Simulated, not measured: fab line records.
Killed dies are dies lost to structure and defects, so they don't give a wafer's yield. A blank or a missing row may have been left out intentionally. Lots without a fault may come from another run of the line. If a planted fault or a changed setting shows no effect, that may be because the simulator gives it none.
2 desks, one fault :: flow n5 finfet :: every desk sees just its own numbers, and what lay behind them comes last

== FROM THE METROLOGY DESK ==
What the gauges read for every lot (on any tool): the sampled wafers with a number, averaged. If a lot's mean is further than 4 standard deviations from the usual mean, the lot is out of limits and carries the mark OUT (the distance appears in the brackets). 7 of its 10 readings are shown, namely those furthest out on some lot.
Columns: A = DIBL_N at N5_BEOL_M4_RC_MEAS_101, usual 36.3 mV/V; B = DIBL_P at N5_BEOL_M4_RC_MEAS_101, usual 36.7 mV/V; C = IOFF_P at N5_BEOL_M4_RC_MEAS_101, usual 0.214 nA/um; D = ION_N at N5_BEOL_M4_RC_MEAS_101, usual 673 uA/um; E = ION_P at N5_BEOL_M4_RC_MEAS_101, usual 461 uA/um; F = SS_P at N5_BEOL_M4_RC_MEAS_101, usual 73.3 mV/dec; G = VT_N at N5_BEOL_M4_RC_MEAS_101, usual 249.4 mV
lot: L877
first seen here: day 11 20:04
A: 35.8
B: 36.6
C: 0.211
D: 668
E: 463
F: 73.2
G: 252.5

lot: L878
first seen here: day 12 05:38
A: 35.9
B: 35.9
C: 0.217
D: 677
E: 468
F: 73.6
G: 249.1

lot: L880
first seen here: day 12 17:07
A: 34.4
B: 36.4
C: 0.193
D: 670
E: 458
F: 72.3
G: 250.0

lot: L885
first seen here: day 13 19:29
A: 37.4
B: 40.0
C: 0.240
D: 683
E: 467
F: 74.1
G: 248.5
This desk found nothing out of limits on any of the 4 lots.

== THE TOOL OWNER'S DESK: pecvd-04 ==
The tool's own readings at N5_BEOL_M2_PECVD_72 (deposits SiO2 from TEOS/O2, target thk 16 nm, time 18 s): means of the sampled wafers that have a number, for each lot that ran on this tool. If a lot's mean is further than 4 standard deviations from the usual mean, the lot is out of limits and carries the mark OUT (the distance appears in the brackets).
Columns: A = chamber pressure Torr at N5_BEOL_M2_PECVD_72, usual 5.499 Torr; B = heater power w at N5_BEOL_M2_PECVD_72, usual 649 W; C = showerhead plenum p Torr at N5_BEOL_M2_PECVD_72, usual 8.77 Torr; D = susceptor temp C at N5_BEOL_M2_PECVD_72, usual 400.04 C; E = throttle valve pct at N5_BEOL_M2_PECVD_72, usual 22.4 %
lot: L877
first seen here: day 10 09:47
A: 5.486
B: 680
C: 8.75
D: 399.87
E: 22.3

lot: L878
first seen here: day 10 20:59
A: 5.498
B: 756
C: 8.76
D: 414.29 (+62) OUT
E: 22.2

lot: L880
first seen here: day 11 06:02
A: 5.503
B: 777
C: 8.74
D: 414.32 (+62) OUT
E: 23.1
Finding of this desk: L878, L880 out of limits; the first was L878 at day 10 20:59, on susceptor temp C at N5_BEOL_M2_PECVD_72. Within limits: L877.

== TAKEN TOGETHER ==
The tool owner's desk could have raised an alarm at day 10 20:59, on L878, L880.
The metrology desk saw nothing out of limits.
The metrology desk has L878, L880 on record, within its limits.
On pecvd-04, each named lot ran N5_BEOL_M2_PECVD_72.

== WHAT THE SIMULATOR HAD PUT IN ==
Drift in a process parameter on pecvd-04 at N5_BEOL_M2_PECVD_72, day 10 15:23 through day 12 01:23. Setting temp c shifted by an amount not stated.
Shown lots that were struck: L878, L880.
How many hours passed from the start of the fault until each desk's first out-of-limits reading: the tool owner's desk, 6.
